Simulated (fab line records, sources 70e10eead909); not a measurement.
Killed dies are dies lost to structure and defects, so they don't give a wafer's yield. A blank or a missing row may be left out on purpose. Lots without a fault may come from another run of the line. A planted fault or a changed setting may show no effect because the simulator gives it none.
Chamber matching | flow nand_harc | NHARC_P_GATE_ETCH_32 on rie_si-06: 4 sister chambers
The step etches the open film in HBr/Cl2, target depth 150 nm, time 100.1 s. 7 wafers are shown with their chamber, then 8 later ones without.

WAFERS WITH THEIR CHAMBER
wafer  | chamber | oes_product_au (a.u.) | throttle_valve_pct (%)
L087.5 | 1       | 0.998                 | 26.416
L089.1 | 3       | 1.005                 | 26.408
L089.2 | 2       | 1.010                 | 26.399
L092.1 | 0       | 1.008                 | 26.389
L092.3 | 2       | 1.011                 | 26.394
L092.5 | 0       | 1.000                 | 26.411
L093.1 | 3       | 1.012                 | 26.421

WAFERS WITHOUT THEIR CHAMBER
wafer  | oes_product_au (a.u.) | throttle_valve_pct (%)
L093.2 | 0.995                 | 26.398
L093.6 | 1.007                 | 26.407
L094.1 | 0.996                 | 26.418
L094.5 | 0.995                 | 26.408
L094.6 | 1.000                 | 26.415
L096.2 | 1.004                 | 26.399
L096.4 | 0.997                 | 26.391
L096.6 | 1.011                 | 26.394

WHICH CHAMBER EACH WENT THROUGH
wafer  | from the rows above               | in truth
L093.2 | can't be placed: 1 or 0 or 3 or 2 | 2
L093.6 | can't be placed: 3 or 0 or 2 or 1 | 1
L094.1 | 1                                 | 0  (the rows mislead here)
L094.5 | can't be placed: 1 or 0           | 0
L094.6 | can't be placed: 1 or 0 or 3      | 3
L096.2 | can't be placed: 0 or 2 or 3      | 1
L096.4 | can't be placed: 0 or 1 or 2 or 3 | 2
L096.6 | can't be placed: 2 or 0 or 3      | 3
Placed correctly: 0 of 8. Can't be placed from these rows: 7 (the true chamber is among the candidates in 6). Placed wrongly: 1.
How it was worked out, from the rows above alone: a wafer's distance from a chamber is the root of the sum, over the readings, of the square of ((its reading less the chamber's mean) divided by the reading's scatter). The wafer belongs to the nearest chamber; if the next one is less than 2 further off, it can't be placed. A chamber's mean is the mean of its shown wafers. The scatter: the root of (the sum of the squares of (reading less its chamber's mean) over the shown wafers, divided by (wafers less chambers)).
